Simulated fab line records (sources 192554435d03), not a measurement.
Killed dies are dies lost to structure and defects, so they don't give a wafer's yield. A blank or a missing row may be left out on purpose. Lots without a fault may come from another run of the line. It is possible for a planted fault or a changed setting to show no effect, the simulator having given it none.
Matching of chambers || flow n5_finfet || cmp-03 running N5_BEOL_M15_CMP_49: 4 sister chambers
The step polishes, stops on SiO2, t overpolish 4.9 s, target thk 850 nm. 14 wafers are shown with their chamber, then 7 later ones without.

## WAFERS WITH THEIR CHAMBER
{"wafer": "L074.3", "chamber": 2, "motor_current_A (A)": 9.5, "barrier_field_endpoint_s (s)": 11.1, "overpolish_run_s (s)": 4.912}
{"wafer": "L074.4", "chamber": 3, "motor_current_A (A)": 7.9, "barrier_field_endpoint_s (s)": 11.0, "overpolish_run_s (s)": 4.910}
{"wafer": "L074.6", "chamber": 1, "motor_current_A (A)": 7.5, "barrier_field_endpoint_s (s)": 12.0, "overpolish_run_s (s)": 4.896}
{"wafer": "L075.1", "chamber": 0, "motor_current_A (A)": 7.5, "barrier_field_endpoint_s (s)": 12.0, "overpolish_run_s (s)": 4.902}
{"wafer": "L075.2", "chamber": 1, "motor_current_A (A)": 7.3, "barrier_field_endpoint_s (s)": 12.1, "overpolish_run_s (s)": 4.911}
{"wafer": "L075.4", "chamber": 3, "motor_current_A (A)": 7.8, "barrier_field_endpoint_s (s)": 11.3, "overpolish_run_s (s)": 4.894}
{"wafer": "L077.2", "chamber": 2, "motor_current_A (A)": 9.8, "barrier_field_endpoint_s (s)": 11.5, "overpolish_run_s (s)": 4.901}
{"wafer": "L077.5", "chamber": 2, "motor_current_A (A)": 9.9, "barrier_field_endpoint_s (s)": 11.1, "overpolish_run_s (s)": 4.902}
{"wafer": "L077.6", "chamber": 3, "motor_current_A (A)": 7.6, "barrier_field_endpoint_s (s)": 11.5, "overpolish_run_s (s)": 4.882}
{"wafer": "L080.1", "chamber": 0, "motor_current_A (A)": 7.7, "barrier_field_endpoint_s (s)": 12.3, "overpolish_run_s (s)": 4.918}
{"wafer": "L080.3", "chamber": 2, "motor_current_A (A)": 9.8, "barrier_field_endpoint_s (s)": 11.4, "overpolish_run_s (s)": 4.893}
{"wafer": "L080.4", "chamber": 1, "motor_current_A (A)": 7.6, "barrier_field_endpoint_s (s)": 12.3, "overpolish_run_s (s)": 4.897}
{"wafer": "L081.2", "chamber": 1, "motor_current_A (A)": 7.4, "barrier_field_endpoint_s (s)": 12.0, "overpolish_run_s (s)": 4.896}
{"wafer": "L081.3", "chamber": 2, "motor_current_A (A)": 9.6, "barrier_field_endpoint_s (s)": 11.5, "overpolish_run_s (s)": 4.909}

SIGNATURES (means of the wafers above)
{"reading": "motor_current_A", "chamber 0": 7.600, "chamber 1": 7.450, "chamber 2": 9.720, "chamber 3": 7.767, "scatter within a chamber": 0.15}
{"reading": "barrier_field_endpoint_s", "chamber 0": 12.150, "chamber 1": 12.100, "chamber 2": 11.320, "chamber 3": 11.267, "scatter within a chamber": 0.2}
{"reading": "overpolish_run_s", "chamber 0": 4.91000, "chamber 1": 4.90000, "chamber 2": 4.90340, "chamber 3": 4.89533, "scatter within a chamber": 0.00952}
Rule: for each reading, subtract the chamber's mean from the wafer's reading, divide by that reading's scatter and square the result; add these up over the readings and take the root, which gives the wafer's distance from the chamber. If the next closest chamber is less than 2 further off than the closest, the wafer can't be placed; otherwise it belongs to the closest. The scatter: take each reading less its chamber's mean, square it, sum over the shown wafers, divide by the number of wafers less the number of chambers, and take the root.

## WAFERS MISSING THEIR CHAMBER
{"wafer": "L081.5", "motor_current_A (A)": 7.8, "barrier_field_endpoint_s (s)": 12.0, "overpolish_run_s (s)": 4.924}
{"wafer": "L083.4", "motor_current_A (A)": 7.6, "barrier_field_endpoint_s (s)": 11.6, "overpolish_run_s (s)": 4.910}
{"wafer": "L083.5", "motor_current_A (A)": 7.5, "barrier_field_endpoint_s (s)": 12.2, "overpolish_run_s (s)": 4.896}
{"wafer": "L083.6", "motor_current_A (A)": 9.8, "barrier_field_endpoint_s (s)": 11.2, "overpolish_run_s (s)": 4.888}
{"wafer": "L097.2", "motor_current_A (A)": 7.4, "barrier_field_endpoint_s (s)": 11.7, "overpolish_run_s (s)": 4.895}
{"wafer": "L097.4", "motor_current_A (A)": 7.7, "barrier_field_endpoint_s (s)": 11.1, "overpolish_run_s (s)": 4.894}
{"wafer": "L097.5", "motor_current_A (A)": 7.3, "barrier_field_endpoint_s (s)": 12.0, "overpolish_run_s (s)": 4.895}

## WHICH CHAMBER EACH ONE RAN IN
{"wafer": "L081.5", "from the rows above": "can't be placed: 0 or 1", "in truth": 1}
{"wafer": "L083.4", "from the rows above": "can't be placed: 3 or 0 or 1", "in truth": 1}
{"wafer": "L083.5", "from the rows above": "can't be placed: 1 or 0", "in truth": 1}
{"wafer": "L083.6", "from the rows above": 2, "in truth": 2}
{"wafer": "L097.2", "from the rows above": "can't be placed: 1 or 0 or 3", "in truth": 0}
{"wafer": "L097.4", "from the rows above": 3, "in truth": 3}
{"wafer": "L097.5", "from the rows above": "can't be placed: 1 or 0", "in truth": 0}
2 of 7 placed correctly. These rows do not allow placing 5 (true chamber among the candidates in 5). Wrongly placed: 0.
